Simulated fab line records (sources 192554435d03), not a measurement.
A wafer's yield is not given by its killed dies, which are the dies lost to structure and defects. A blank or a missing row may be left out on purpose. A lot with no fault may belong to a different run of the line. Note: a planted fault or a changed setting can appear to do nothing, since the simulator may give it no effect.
Matching of chambers || flow n5 finfet || N5_HKMG_FIN_HK_ALD_01 on ald hk-02 has 4 sister chambers
The step deposits HfO2, target thk 1.6 nm, pulse time 3 s, purge time 3 s. 8 wafers are shown with their chamber, then 7 later ones without.

== WAFERS WITH THEIR CHAMBER ==
{"wafer": "L081.1", "chamber": 1, "precursor pulse height rel": 1.006}
{"wafer": "L084.1", "chamber": 1, "precursor pulse height rel": 0.992}
{"wafer": "L084.5", "chamber": 3, "precursor pulse height rel": 0.980}
{"wafer": "L087.1", "chamber": 3, "precursor pulse height rel": 0.996}
{"wafer": "L087.2", "chamber": 2, "precursor pulse height rel": 0.969}
{"wafer": "L087.6", "chamber": 0, "precursor pulse height rel": 1.006}
{"wafer": "L093.1", "chamber": 0, "precursor pulse height rel": 0.987}
{"wafer": "L093.3", "chamber": 2, "precursor pulse height rel": 0.968}

== WAFERS MISSING THEIR CHAMBER ==
{"wafer": "L093.6", "precursor pulse height rel": 1.016}
{"wafer": "L094.1", "precursor pulse height rel": 1.023}
{"wafer": "L094.3", "precursor pulse height rel": 0.983}
{"wafer": "L094.4", "precursor pulse height rel": 1.011}
{"wafer": "L097.2", "precursor pulse height rel": 1.021}
{"wafer": "L097.3", "precursor pulse height rel": 1.024}
{"wafer": "L097.6", "precursor pulse height rel": 0.990}

== EACH ONE'S CHAMBER ==
{"wafer": "L093.6", "from the rows above": "can't be placed: 1 or 0 or 3", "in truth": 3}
{"wafer": "L094.1", "from the rows above": "can't be placed: 1 or 0 or 3", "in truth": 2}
{"wafer": "L094.3", "from the rows above": "can't be placed: 3 or 0 or 2 or 1", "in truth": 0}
{"wafer": "L094.4", "from the rows above": "can't be placed: 1 or 0 or 3", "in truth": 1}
{"wafer": "L097.2", "from the rows above": "can't be placed: 1 or 0 or 3", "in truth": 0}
{"wafer": "L097.3", "from the rows above": "can't be placed: 1 or 0 or 3", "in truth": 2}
{"wafer": "L097.6", "from the rows above": "can't be placed: 3 or 0 or 1 or 2", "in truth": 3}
Placed correctly: 0 of 7. Cannot be placed on the basis of these rows: 7; the candidates contain the true chamber in 5. Wrongly placed: 0.
How it was worked out, from the rows above alone: a wafer's distance from a chamber is the root of the sum, over the readings, of the square of ((its reading less the chamber's mean) divided by the reading's scatter). The wafer belongs to the nearest chamber; if the next one is less than 2 further off, it can't be placed. For every chamber, the mean is computed from those of its wafers that are shown. How the scatter is found: for the shown wafers, subtract from each reading the mean of its chamber, square and add these, divide the total by (wafers less chambers), then take the root.
